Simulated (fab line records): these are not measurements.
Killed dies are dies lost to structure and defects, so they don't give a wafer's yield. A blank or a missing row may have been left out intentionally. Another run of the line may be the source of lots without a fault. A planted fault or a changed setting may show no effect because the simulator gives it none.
fab line records	flow n5_finfet
[record] lots = 24	wafers = 72	last_day = 17
route steps=1938 shown BEOL_M2@922 BEOL_M3@955
lots with no fault: from the same line, run without faults
start_h: hours from the record's opening day to when the first of the lot's shown wafers began	wait_h: hours from the lot's prior step to this one	" the same as in the row above	L1.1+2: one row covering several wafers at once	- no value, or no start given	* or withheld: withheld	< > ~ a bound
route shown NAME@n: a module of which the file shows steps, and the number in the route of the first	usual: mean/standard deviation taken from wafers without a fault	same: alike in all rows	chamber/n: place in a boat	sites: each site's reading	_std_site: the standard deviation of these	_edge_site: the outer-site mean with the inner-site mean subtracted	radius_mm: how far each site lies from the wafer's centre	mask NAME#n: copy n	behind: the last tool/chamber to shape the wafer	hold: what put the lot on hold/how long, in hours/how the hold closed	device: the n, p or np transistor that did not switch	end of line: the route-end tests of the same wafers	a step without rows: its recipe alone	killed: not the wafer's yield, but the dies lost to structure and defects at the first sort	map: a wafer's dies, marking killed ones x, the rest . and places with no die _
set.NAME: the setting as run; set.NAME@STEP: as run at that earlier step	model.NAME: the simulator's own value behind a step, which no gauge read
one table for each step of the route and one row for each wafer, over a sample of lots
services: from which hour (start_h, from the record's first day; less than 0 if before it) a tool's chamber was out of use, for how many hours, and why
[[steps]]
[step N5_BEOL_M2_ANNEAL_51]
[recipe] temp_c = 225	time_s = 90	ambient = N2
[usual] wafer_temp_C_max = 226.18/0.26
lot.wafer	tool	chamber	start_h	wait_h	wafer_temp_C_max
L074.1	rtp_anneal-02	0	143.38	0.1	226.73
L074.4	"	0	"	"	226.11
L074.6	"	0	"	"	226.51
L075.1	rtp_anneal-02	0	146.89	0.1	226.31
L075.4	"	0	"	"	226.22
L075.6	"	0	"	"	226.53
L076.2	rtp_anneal-01	0	147.06	0.1	226.07
L076.3	"	0	"	"	226.07
L076.4	"	0	"	"	225.72
L077.2	rtp_anneal-02	0	156.79	0.1	226.49
L077.3	"	0	"	"	226.71
L077.5	"	0	"	"	226.11
L078.1	rtp_anneal-02	0	165.85	0.1	226.21
L078.2	"	0	"	"	226.58
L078.3	"	0	"	"	226.29
L079.3	rtp_anneal-02	0	171.17	0.2	226.50
L079.4	"	0	"	"	225.97
L079.5	"	0	"	"	226.21
L080.2	rtp_anneal-01	0	175.88	0.1	225.88
L080.3	"	0	"	"	225.73
L080.6	"	0	"	"	226.16
L081.2	rtp_anneal-02	0	185.28	0.1	226.36
L081.3	"	0	"	"	226.13
L081.4	"	0	"	"	225.98
L082.1	rtp_anneal-02	0	186.68	0.1	226.20
L082.4	"	0	"	"	225.69
L082.5	"	0	"	"	225.87
L083.1	rtp_anneal-02	0	191.36	0.1	225.76
L083.5	"	0	"	"	226.10
L083.6	"	0	"	"	226.13
L084.1	rtp_anneal-02	0	200.10	0.1	226.46
L084.2	"	0	"	"	226.17
L084.4	"	0	"	"	225.98
L086.1	rtp_anneal-01	0	222.16	0.1	225.88
L086.2	"	0	"	"	225.74
L086.4	"	0	"	"	226.04
L085.3	rtp_anneal-02	0	222.80	0.1	225.89
L085.4	"	0	"	"	226.06
L085.5	"	0	"	"	225.73
L087.2	rtp_anneal-02	0	225.88	0.1	226.38
L087.4	"	0	"	"	226.17
L087.5	"	0	"	"	226.30
L088.3	rtp_anneal-01	0	228.17	0.1	225.72
L088.4	"	0	"	"	225.84
L088.5	"	0	"	"	226.23
L089.1	rtp_anneal-02	0	230.82	0.1	226.23
L089.2	"	0	"	"	226.10
L089.6	"	0	"	"	226.02
L090.1	rtp_anneal-02	0	236.39	0.1	225.67
L090.4	"	0	"	"	226.18
L090.5	"	0	"	"	226.33
L091.3	rtp_anneal-02	0	238.06	0.3	226.46
L091.4	"	0	"	"	226.26
L091.5	"	0	"	"	226.45
L092.1	rtp_anneal-01	0	244.47	0.3	226.46
L092.2	"	0	"	"	226.00
L092.5	"	0	"	"	226.57
L093.3	rtp_anneal-02	0	263.55	0.1	226.39
L093.4	"	0	"	"	226.92
L093.6	"	0	"	"	226.58
L094.1	rtp_anneal-02	0	266.82	0.1	226.79
L094.4	"	0	"	"	226.30
L094.5	"	0	"	"	226.14
L095.1	rtp_anneal-01	0	269.85	0.1	226.30
L095.4	"	0	"	"	226.08
L095.6	"	0	"	"	225.70
L096.3	rtp_anneal-01	0	274.75	0.1	226.17
L096.5	"	0	"	"	226.05
L096.6	"	0	"	"	226.13
L097.1	rtp_anneal-01	0	280.83	0.1	226.39
L097.2	"	0	"	"	225.91
L097.5	"	0	"	"	225.96
[step N5_BEOL_M2_THK_MEAS_53]
[recipe] thk_meas_gauge = xrf	reads = Cu_of_BEOL_M2_ECD_50
[usual] M2_THK = 39.1/1.5
lot.wafer	tool	chamber	start_h	wait_h	M2_THK[nm]
L074.1	film_metro-02	-	143.97	-	39.3
L074.4	"	-	"	"	39.8
L074.6	"	-	"	"	39.6
L075.1	film_metro-02	-	147.48	-	38.2
L075.4	"	-	"	"	38.4
L075.6	"	-	"	"	39.6
L076.2	film_metro-02	-	147.61	-	38.9
L076.3	"	-	"	"	38.4
L076.4	"	-	"	"	38.1
L077.2	film_metro-01	-	157.33	-	38.5
L077.3	"	-	"	"	41.0
L077.5	"	-	"	"	37.5
L078.1	film_metro-01	-	166.44	-	39.6
L078.2	"	-	"	"	38.5
L078.3	"	-	"	"	38.6
L079.3	film_metro-02	-	171.67	-	38.8
L079.4	"	-	"	"	36.7
L079.5	"	-	"	"	41.1
L080.2	film_metro-02	-	176.42	-	38.6
L080.3	"	-	"	"	36.5
L080.6	"	-	"	"	37.7
L081.2	film_metro-02	-	185.84	-	39.6
L081.3	"	-	"	"	38.9
L081.4	"	-	"	"	41.2
L082.1	film_metro-02	-	187.27	-	40.8
L082.4	"	-	"	"	38.5
L082.5	"	-	"	"	39.5
L083.1	film_metro-02	-	191.95	-	39.6
L083.5	"	-	"	"	40.2
L083.6	"	-	"	"	40.2
L084.1	film_metro-01	-	200.70	-	41.3
L084.2	"	-	"	"	40.9
L084.4	"	-	"	"	41.0
L086.1	film_metro-01	-	222.75	-	41.6
L086.2	"	-	"	"	35.8
L086.4	"	-	"	"	38.6
L085.3	film_metro-01	-	223.31	-	37.3
L085.4	"	-	"	"	38.7
L085.5	"	-	"	"	41.7
L087.2	film_metro-02	-	226.44	-	37.8
L087.4	"	-	"	"	37.7
L087.5	"	-	"	"	38.2
L088.3	film_metro-01	-	228.67	-	39.5
L088.4	"	-	"	"	37.0
L088.5	"	-	"	"	38.1
L089.1	film_metro-01	-	231.41	-	40.2
L089.2	"	-	"	"	39.7
L089.6	"	-	"	"	40.5
L090.1	film_metro-01	-	236.98	-	40.4
L090.4	"	-	"	"	36.7
L090.5	"	-	"	"	40.3
L091.3	film_metro-02	-	238.56	-	36.2
L091.4	"	-	"	"	39.4
L091.5	"	-	"	"	37.6
L092.1	film_metro-01	-	245.06	-	39.2
L092.2	"	-	"	"	37.2
L092.5	"	-	"	"	38.5
L093.3	film_metro-01	-	264.07	-	39.6
L093.4	"	-	"	"	40.6
L093.6	"	-	"	"	41.1
L094.1	film_metro-01	-	267.41	-	39.8
L094.4	"	-	"	"	41.8
L094.5	"	-	"	"	39.2
L095.1	film_metro-01	-	270.46	-	39.0
L095.4	"	-	"	"	39.0
L095.6	"	-	"	"	39.2
L096.3	film_metro-01	-	275.25	-	40.5
L096.5	"	-	"	"	35.3
L096.6	"	-	"	"	38.0
L097.1	film_metro-01	-	281.43	-	39.9
L097.2	"	-	"	"	39.6
L097.5	"	-	"	"	39.2
[step N5_BEOL_M2_PRE_CLEAN_60]
[recipe] gas = NH3/H2	time_s = 15	temp_c = *	rf_power_w = 300
[usual] heater_power_outer_w = 16/8.7	heater_power_w = 79/17
lot.wafer	tool	chamber	start_h	wait_h	heater_power_outer_w	heater_power_w
L074.1	cvd_co-02	2	144.00	0.0	19	84
L074.4	"	0	"	"	6	72
L074.6	"	1	"	"	20	76
L075.1	cvd_co-01	0	147.52	0.0	9	65
L075.4	"	2	"	"	33	114
L075.6	"	0	"	"	9	62
L076.2	cvd_co-02	1	147.65	0.0	21	75
L076.3	"	2	"	"	19	84
L076.4	"	2	"	"	19	84
L077.2	cvd_co-02	1	157.37	0.0	20	77
L077.3	"	2	"	"	19	82
L077.5	"	1	"	"	20	76
L078.1	cvd_co-02	0	166.54	0.1	6	75
L078.2	"	1	"	"	19	77
L078.3	"	2	"	"	19	85
L079.3	cvd_co-02	1	171.71	0.0	20	76
L079.4	"	0	"	"	6	74
L079.5	"	1	"	"	20	78
L080.2	cvd_co-01	2	176.46	0.0	32	117
L080.3	"	1	"	"	10	66
L080.6	"	1	"	"	10	66
L081.2	cvd_co-01	1	185.88	0.0	10	68
L081.3	"	2	"	"	33	115
L081.4	"	2	"	"	32	115
L082.1	cvd_co-01	2	187.31	0.0	32	119
L082.4	"	2	"	"	32	118
L082.5	"	0	"	"	9	65
L083.1	cvd_co-01	1	191.98	0.0	10	66
L083.5	"	1	"	"	10	68
L083.6	"	0	"	"	9	66
L084.1	cvd_co-01	0	200.74	0.0	9	64
L084.2	"	1	"	"	10	68
L084.4	"	0	"	"	9	65
L086.1	cvd_co-01	0	222.79	0.0	9	65
L086.2	"	1	"	"	10	65
L086.4	"	1	"	"	10	66
L085.3	cvd_co-01	1	223.34	0.0	10	66
L085.4	"	1	"	"	10	68
L085.5	"	0	"	"	9	64
L087.2	cvd_co-02	2	226.48	0.0	20	88
L087.4	"	1	"	"	20	77
L087.5	"	0	"	"	6	75
L088.3	cvd_co-02	1	228.71	0.0	20	75
L088.4	"	1	"	"	20	77
L088.5	"	2	"	"	19	88
L089.1	cvd_co-02	2	231.45	0.0	19	84
L089.2	"	1	"	"	20	77
L089.6	"	2	"	"	20	86
L090.1	cvd_co-02	0	237.02	0.0	7	76
L090.4	"	1	"	"	20	77
L090.5	"	2	"	"	19	88
L091.3	cvd_co-01	0	238.60	0.0	9	65
L091.4	"	2	"	"	32	116
L091.5	"	1	"	"	10	67
L092.1	cvd_co-01	1	245.09	0.0	10	66
L092.2	"	2	"	"	32	119
L092.5	"	0	"	"	9	64
L093.3	cvd_co-02	0	264.21	0.1	7	76
L093.4	"	2	"	"	19	85
L093.6	"	1	"	"	20	79
L094.1	cvd_co-01	2	267.50	0.1	33	116
L094.4	"	1	"	"	10	67
L094.5	"	0	"	"	9	65
L095.1	cvd_co-01	0	270.50	0.0	9	64
L095.4	"	2	"	"	33	115
L095.6	"	0	"	"	9	65
L096.3	cvd_co-02	1	275.29	0.0	20	77
L096.5	"	1	"	"	19	77
L096.6	"	0	"	"	7	74
L097.1	cvd_co-01	1	281.46	0.0	10	68
L097.2	"	2	"	"	32	119
L097.5	"	0	"	"	9	66
[step N5_BEOL_M3_STRIP_19]
[recipe] chemistry = O2	power_w = 400	temp_c = 40	pressure_mtorr = 30	rf_frequency_hz = 6e+07	bias_power_w = 0	overash_fraction = 0.2	o2_flow_sccm = 225
[usual] drypump_motor_current_A = 5.9/0.46	oes_product_au = 0.79/0.084	rf_vpp_V = 3.7/0.45	showerhead_plenum_p_Torr = 2.14/0.061	throttle_valve_pct = 16.61/0.18
lot.wafer	tool	chamber	start_h	wait_h	drypump_motor_current_A	oes_product_au	rf_hours_counter_h	rf_vpp_V	showerhead_plenum_p_Torr	throttle_valve_pct
L074.1	rie_diel-01	1	145.49	0.2	5.9	0.90	38	3.9	2.25	16.58
L074.4	"	0	"	"	5.8	0.94	14	4.0	2.12	16.46
L074.6	"	3	"	"	6.3	0.75	-	3.3	2.10	16.72
L075.1	rie_diel-03	0	149.64	0.1	6.7	0.77	112	3.7	2.12	16.68
L075.4	"	1	"	"	6.1	0.75	161	4.2	2.17	16.68
L075.6	"	0	"	"	6.7	0.77	-	3.7	2.12	16.69
L076.2	rie_diel-01	0	149.86	0.1	5.8	0.93	16	2.8	2.12	16.46
L076.3	"	3	"	"	6.4	0.74	178	3.4	2.10	16.74
L076.4	"	2	"	"	5.7	0.72	188	3.2	2.17	16.42
L077.2	rie_diel-01	3	162.22	0.1	6.3	0.74	181	4.1	2.10	16.73
L077.3	"	1	"	"	5.9	0.89	42	4.2	2.25	16.58
L077.5	"	3	"	"	6.3	0.75	-	3.6	2.10	16.75
L078.1	rie_diel-01	2	168.39	0.1	5.7	0.72	192	3.9	2.17	16.42
L078.2	"	0	"	"	5.8	0.91	21	3.6	2.11	16.49
L078.3	"	1	"	"	5.9	0.87	43	3.7	2.25	16.58
L079.3	rie_diel-01	2	174.86	0.1	5.7	0.73	194	3.3	2.17	16.42
L079.4	"	3	"	"	6.2	0.74	185	3.8	2.10	16.73
L079.5	"	3	"	"	6.3	0.75	-	4.1	2.10	16.74
L080.2	rie_diel-01	2	179.23	0.1	5.7	0.72	195	4.1	2.17	16.43
L080.3	"	3	"	"	6.3	0.74	186	2.7	2.10	16.74
L080.6	"	2	"	"	5.7	0.72	-	4.1	2.17	16.42
L081.2	rie_diel-03	1	188.06	0.1	6.1	0.75	172	2.9	2.16	16.68
L081.3	"	2	"	"	4.9	0.92	14	3.4	2.04	16.33
L081.4	"	3	"	"	5.9	0.72	181	3.4	2.18	16.90
L082.1	rie_diel-02	0	188.64	0.1	5.1	0.69	230	3.3	2.16	16.81
L082.4	"	2	"	"	6.4	0.71	207	4.4	2.07	16.80
L082.5	"	1	"	"	5.8	0.76	-	3.6	2.11	16.52
L083.1	rie_diel-02	3	194.28	0.1	5.6	0.96	7	3.3	2.24	16.32
L083.5	"	1	"	"	5.8	0.76	-	3.6	2.11	16.54
L083.6	"	0	"	"	5.1	0.70	-	4.5	2.16	16.81
L084.1	rie_diel-02	3	203.63	0.1	5.6	0.96	9	3.5	2.24	16.32
L084.2	"	0	"	"	5.1	0.69	234	4.0	2.16	16.82
L084.4	"	1	"	"	5.8	0.74	162	3.4	2.11	16.50
L086.1	rie_diel-03	0	224.64	0.2	6.8	0.75	133	3.3	2.11	16.71
L086.2	"	2	"	"	4.9	0.87	25	4.1	2.04	16.33
L086.4	"	3	"	"	5.9	0.71	191	3.8	2.18	16.91
L085.3	rie_diel-01	3	225.19	0.1	6.3	0.73	201	3.2	2.09	16.78
L085.4	"	1	"	"	5.9	0.85	61	4.1	2.24	16.61
L085.5	"	2	"	"	5.7	0.71	-	3.9	2.17	16.44
L087.2	rie_diel-03	1	229.23	0.1	6.1	0.73	183	3.9	2.16	16.71
L087.4	"	2	"	"	4.9	0.88	26	4.4	2.04	16.36
L087.5	"	2	"	"	4.9	0.88	-	3.2	2.04	16.36
L088.3	rie_diel-01	1	231.86	0.1	5.9	0.84	63	3.2	2.24	16.62
L088.4	"	0	"	"	5.8	0.88	37	3.9	2.11	16.51
L088.5	"	1	"	"	5.9	0.84	-	3.4	2.24	16.63
L089.1	rie_diel-03	2	233.05	0.2	4.9	0.88	27	3.7	2.04	16.36
L089.2	"	0	"	"	6.7	0.76	136	3.3	2.11	16.73
L089.6	"	2	"	"	4.9	0.88	-	3.5	2.04	16.34
L090.1	rie_diel-01	3	239.10	0.1	6.3	0.72	205	3.5	2.09	16.78
L090.4	"	1	"	"	5.9	0.84	65	3.6	2.24	16.62
L090.5	"	0	"	"	5.8	0.88	-	3.7	2.11	16.51
L091.3	rie_diel-03	1	241.84	0.1	6.1	0.74	187	3.3	2.16	16.72
L091.4	"	2	"	"	4.9	0.87	30	3.6	2.04	16.35
L091.5	"	0	"	"	6.7	0.75	-	3.2	2.11	16.72
L092.1	rie_diel-03	2	246.96	0.2	4.8	0.86	32	4.0	2.03	16.34
L092.2	"	0	"	"	6.7	0.74	140	3.0	2.11	16.71
L092.5	"	2	"	"	4.8	0.87	-	3.9	2.03	16.35
L093.3	rie_diel-02	3	267.50	0.1	5.6	0.89	33	3.8	2.23	16.38
L093.4	"	3	"	"	5.6	0.88	-	4.4	2.23	16.38
L093.6	"	1	"	"	5.7	0.72	-	3.0	2.10	16.55
L094.1	rie_diel-01	3	268.99	0.1	6.3	0.72	215	3.8	2.09	16.78
L094.4	"	2	"	"	5.7	0.70	223	4.6	2.16	16.48
L094.5	"	3	"	"	6.3	0.72	-	3.4	2.09	16.80
L095.1	rie_diel-02	3	275.84	0.3	5.7	0.89	37	3.3	2.23	16.37
L095.4	"	1	"	"	5.7	0.72	-	4.3	2.10	16.56
L095.6	"	3	"	"	5.6	0.89	-	3.9	2.23	16.40
L096.3	rie_diel-02	1	278.43	0.1	5.8	0.72	190	3.6	2.10	16.57
L096.5	"	3	"	"	5.6	0.89	-	3.9	2.23	16.38
L096.6	"	1	"	"	5.7	0.72	-	4.3	2.10	16.56
L097.1	rie_diel-01	2	283.95	0.1	5.7	0.70	228	3.3	2.16	16.50
L097.2	"	3	"	"	6.3	0.71	219	3.9	2.09	16.81
L097.5	"	3	"	"	6.3	0.72	-	3.7	2.09	16.81
[step N5_BEOL_M3_INSPECT_30]
[recipe] mode = adi	inspect_instrument = brightfield
[usual] raw_defect_count = 423/90
lot.wafer	tool	chamber	start_h	wait_h	raw_defect_count
L074.1	defect_inspect-01	-	145.97	0.1	478
L074.4	"	-	"	"	301
L074.6	"	-	"	"	314
L075.1	defect_inspect-02	-	150.11	0.1	340
L075.4	"	-	"	"	445
L075.6	"	-	"	"	396
L076.2	defect_inspect-02	-	150.34	0.0	351
L076.3	"	-	"	"	506
L076.4	"	-	"	"	615
L077.2	defect_inspect-02	-	162.70	0.0	450
L077.3	"	-	"	"	450
L077.5	"	-	"	"	616
L078.1	defect_inspect-01	-	168.99	0.1	548
L078.2	"	-	"	"	760
L078.3	"	-	"	"	474
L079.3	defect_inspect-01	-	175.34	0.0	486
L079.4	"	-	"	"	430
L079.5	"	-	"	"	373
L080.2	defect_inspect-01	-	179.83	0.0	301
L080.3	"	-	"	"	323
L080.6	"	-	"	"	315
L081.2	defect_inspect-02	-	188.54	0.0	419
L081.3	"	-	"	"	361
L081.4	"	-	"	"	410
L082.1	defect_inspect-02	-	189.12	0.1	475
L082.4	"	-	"	"	510
L082.5	"	-	"	"	398
L083.1	defect_inspect-01	-	194.89	0.1	428
L083.5	"	-	"	"	427
L083.6	"	-	"	"	536
L084.1	defect_inspect-02	-	204.23	0.1	318
L084.2	"	-	"	"	428
L084.4	"	-	"	"	378
L086.1	defect_inspect-01	-	225.25	0.1	453
L086.2	"	-	"	"	370
L086.4	"	-	"	"	300
L085.3	defect_inspect-01	-	225.67	0.0	346
L085.4	"	-	"	"	438
L085.5	"	-	"	"	310
L087.2	defect_inspect-02	-	229.84	0.0	428
L087.4	"	-	"	"	296
L087.5	"	-	"	"	388
L088.3	defect_inspect-01	-	232.34	0.0	367
L088.4	"	-	"	"	324
L088.5	"	-	"	"	431
L089.1	defect_inspect-02	-	233.65	0.1	446
L089.2	"	-	"	"	489
L089.6	"	-	"	"	668
L090.1	defect_inspect-01	-	239.70	0.1	559
L090.4	"	-	"	"	351
L090.5	"	-	"	"	414
L091.3	defect_inspect-01	-	242.32	0.0	545
L091.4	"	-	"	"	313
L091.5	"	-	"	"	446
L092.1	defect_inspect-01	-	247.56	0.1	317
L092.2	"	-	"	"	398
L092.5	"	-	"	"	486
L093.3	defect_inspect-01	-	268.10	0.0	308
L093.4	"	-	"	"	372
L093.6	"	-	"	"	350
L094.1	defect_inspect-01	-	269.60	0.1	371
L094.4	"	-	"	"	537
L094.5	"	-	"	"	452
L095.1	defect_inspect-02	-	276.47	0.1	561
L095.4	"	-	"	"	364
L095.6	"	-	"	"	346
L096.3	defect_inspect-01	-	278.91	0.0	356
L096.5	"	-	"	"	414
L096.6	"	-	"	"	454
L097.1	defect_inspect-02	-	284.55	0.1	497
L097.2	"	-	"	"	346
L097.5	"	-	"	"	476
[step N5_BEOL_M3_ETCH_77]
[recipe] chemistry = N2/H2	target = underlayer	target_depth_a = 65	mask_material = CAR-EUV	time_s = 5.2	ion_energy_ev = 200	pressure_mtorr = 30	source_w = 840	bias_w = 150	n2_flow_sccm = 200	h2_flow_sccm = 200	ends = cleared
[usual] drypump_motor_current_A = 5.9/0.49	etch_rf_on_time_s = 5.23/0.12	oes_product_au = 0.66/0.072	rf_vpp_V = 525.0/2.2	showerhead_plenum_p_Torr = 2.59/0.063	throttle_valve_pct = 17.82/0.22
lot.wafer	tool	chamber	start_h	wait_h	drypump_motor_current_A	etch_rf_on_time_s	oes_product_au	rf_hours_counter_h	rf_vpp_V	showerhead_plenum_p_Torr	throttle_valve_pct
L074.1	rie_diel-01	3	146.04	0.0	6.3	5.17	0.63	176	524.1	2.53	17.84
L074.4	"	2	"	"	5.7	5.30	0.62	186	527.9	2.65	17.61
L074.6	"	3	"	"	6.3	5.15	0.64	-	524.7	2.53	17.85
L075.1	rie_diel-03	1	150.18	0.0	6.0	5.37	0.62	161	527.5	2.65	17.86
L075.4	"	0	"	"	6.7	5.36	0.64	112	523.5	2.56	18.03
L075.6	"	0	"	"	6.7	5.37	0.64	-	525.1	2.56	18.00
L076.2	rie_diel-03	0	150.40	0.0	6.7	5.30	0.66	112	522.1	2.56	18.03
L076.3	"	3	"	"	5.9	5.20	0.62	171	527.1	2.64	18.08
L076.4	"	1	"	"	6.1	5.32	0.63	161	526.2	2.65	17.89
L077.2	rie_diel-02	0	162.77	0.0	5.1	5.24	0.59	222	526.3	2.60	17.90
L077.3	"	1	"	"	5.8	5.14	0.66	150	525.2	2.54	17.58
L077.5	"	1	"	"	5.8	5.17	0.65	-	525.4	2.54	17.61
L078.1	rie_diel-01	0	169.06	0.0	5.8	5.00	0.79	21	522.3	2.58	17.78
L078.2	"	2	"	"	5.7	5.34	0.61	192	525.4	2.64	17.63
L078.3	"	3	"	"	6.3	5.20	0.63	183	521.6	2.52	17.85
L079.3	rie_diel-01	3	175.41	0.0	6.3	5.19	0.62	185	522.9	2.52	17.83
L079.4	"	2	"	"	5.7	5.28	0.61	194	528.8	2.64	17.62
L079.5	"	2	"	"	5.7	5.30	0.61	-	527.9	2.64	17.60
L080.2	rie_diel-02	1	179.90	0.0	5.7	5.09	0.65	154	524.3	2.54	17.63
L080.3	"	0	"	"	5.1	5.19	0.59	227	525.5	2.60	17.88
L080.6	"	1	"	"	5.8	5.12	0.64	-	524.0	2.54	17.60
L081.2	rie_diel-03	0	188.60	0.0	6.7	5.29	0.64	122	524.8	2.56	18.03
L081.3	"	2	"	"	4.9	5.25	0.75	14	522.5	2.49	17.54
L081.4	"	3	"	"	5.9	5.13	0.61	181	525.9	2.64	18.06
L082.1	rie_diel-03	0	189.19	0.0	6.7	5.33	0.65	122	523.6	2.56	18.02
L082.4	"	3	"	"	5.9	5.17	0.61	181	526.1	2.64	18.07
L082.5	"	2	"	"	4.9	5.26	0.77	-	522.8	2.49	17.54
L083.1	rie_diel-01	2	194.98	0.0	5.7	5.31	0.60	200	525.6	2.64	17.60
L083.5	"	1	"	"	5.9	5.18	0.72	-	528.2	2.67	17.59
L083.6	"	0	"	"	5.8	4.95	0.79	-	525.9	2.58	17.78
L084.1	rie_diel-02	3	204.30	0.0	5.6	5.20	0.82	10	528.4	2.72	17.52
L084.2	"	2	"	"	6.5	5.43	0.59	212	521.4	2.54	18.20
L084.4	"	0	"	"	5.1	5.24	0.60	234	523.4	2.60	17.88
L086.1	rie_diel-01	3	225.32	0.0	6.3	5.21	0.61	201	523.7	2.52	17.86
L086.2	"	1	"	"	5.9	5.18	0.72	61	527.9	2.67	17.59
L086.4	"	0	"	"	5.8	4.93	0.77	35	523.7	2.58	17.76
L085.3	rie_diel-01	3	226.20	0.0	6.3	5.26	0.61	201	522.7	2.52	17.85
L085.4	"	1	"	"	5.9	5.22	0.72	61	527.7	2.67	17.59
L085.5	"	2	"	"	5.7	5.38	0.59	-	529.3	2.63	17.66
L087.2	rie_diel-01	0	229.91	0.0	5.8	5.05	0.76	36	526.4	2.58	17.76
L087.4	"	3	"	"	6.3	5.26	0.61	203	521.9	2.51	17.87
L087.5	"	3	"	"	6.3	5.27	0.61	-	525.1	2.52	17.87
L088.3	rie_diel-01	1	232.41	0.0	5.9	5.15	0.73	63	527.9	2.67	17.60
L088.4	"	0	"	"	5.8	5.00	0.77	37	526.3	2.58	17.78
L088.5	"	3	"	"	6.3	5.26	0.60	-	521.9	2.52	17.89
L089.1	rie_diel-01	3	233.72	0.0	6.4	5.32	0.60	203	523.3	2.52	17.85
L089.2	"	1	"	"	5.9	5.19	0.71	63	525.3	2.67	17.62
L089.6	"	2	"	"	5.7	5.32	0.60	-	526.1	2.63	17.64
L090.1	rie_diel-02	1	239.77	0.0	5.8	5.19	0.63	174	525.7	2.53	17.65
L090.4	"	2	"	"	6.4	5.36	0.60	224	523.5	2.54	18.24
L090.5	"	1	"	"	5.8	5.19	0.63	-	520.9	2.53	17.64
L091.3	rie_diel-03	0	242.39	0.0	6.8	5.37	0.63	139	523.3	2.55	18.09
L091.4	"	3	"	"	5.9	5.16	0.61	196	525.8	2.63	18.13
L091.5	"	0	"	"	6.7	5.33	0.63	-	525.0	2.55	18.06
L092.1	rie_diel-03	0	247.78	0.0	6.7	5.39	0.63	140	524.2	2.55	18.07
L092.2	"	3	"	"	6.0	5.20	0.60	197	523.2	2.63	18.11
L092.5	"	0	"	"	6.7	5.31	0.63	-	523.0	2.55	18.06
L093.3	rie_diel-03	3	268.39	0.0	5.9	5.18	0.60	205	522.3	2.63	18.12
L093.4	"	1	"	"	6.1	5.38	0.61	196	526.1	2.63	17.97
L093.6	"	1	"	"	6.1	5.39	0.61	-	525.4	2.63	17.96
L094.1	rie_diel-02	3	269.71	0.0	5.6	5.16	0.77	34	524.9	2.71	17.55
L094.4	"	3	"	"	5.6	5.17	0.77	-	529.5	2.71	17.53
L094.5	"	1	"	"	5.7	5.18	0.63	-	523.3	2.53	17.65
L095.1	rie_diel-03	0	276.54	0.0	6.7	5.33	0.62	148	524.2	2.55	18.07
L095.4	"	1	"	"	6.1	5.32	0.60	198	522.0	2.63	17.97
L095.6	"	1	"	"	6.0	5.34	0.61	-	527.3	2.63	17.96
L096.3	rie_diel-01	0	279.03	0.0	5.8	4.94	0.74	51	525.4	2.57	17.80
L096.5	"	3	"	"	6.3	5.23	0.60	-	523.1	2.51	17.90
L096.6	"	0	"	"	5.8	5.02	0.75	-	525.4	2.57	17.82
L097.1	rie_diel-03	3	284.62	0.0	6.0	5.23	0.58	210	525.6	2.63	18.13
L097.2	"	1	"	"	6.1	5.39	0.60	201	528.1	2.63	17.97
L097.5	"	2	"	"	4.9	5.33	0.71	-	522.4	2.48	17.59
[[services]]
tool	chamber	start_h	hours	kind
rie_diel-02	3	147.89	-	clean
rie_diel-02	3	147.89	-	consumable_replace:esc
rie_diel-02	3	147.89	-	consumable_replace:focus_ring
rie_diel-02	3	147.89	-	consumable_replace:showerhead
rie_diel-02	3	147.89	19.6	scheduled_down
rie_diel-02	3	147.89	19.6	vent_cycle
rie_diel-03	-	172.67	0.3	repair
rie_diel-03	1	193.13	8.5	repair
cvd_co-02	-	218.36	0.3	repair
rie_diel-03	-	236.51	0.3	repair
cvd_co-01	-	241.24	2.8	pm
rie_diel-02	2	244.08	21.0	repair
rie_diel-03	0	253.64	2.0	repair
rie_diel-02	0	254.95	14.4	repair
rie_diel-02	3	282.57	1.5	repair
[[key]]
fault none
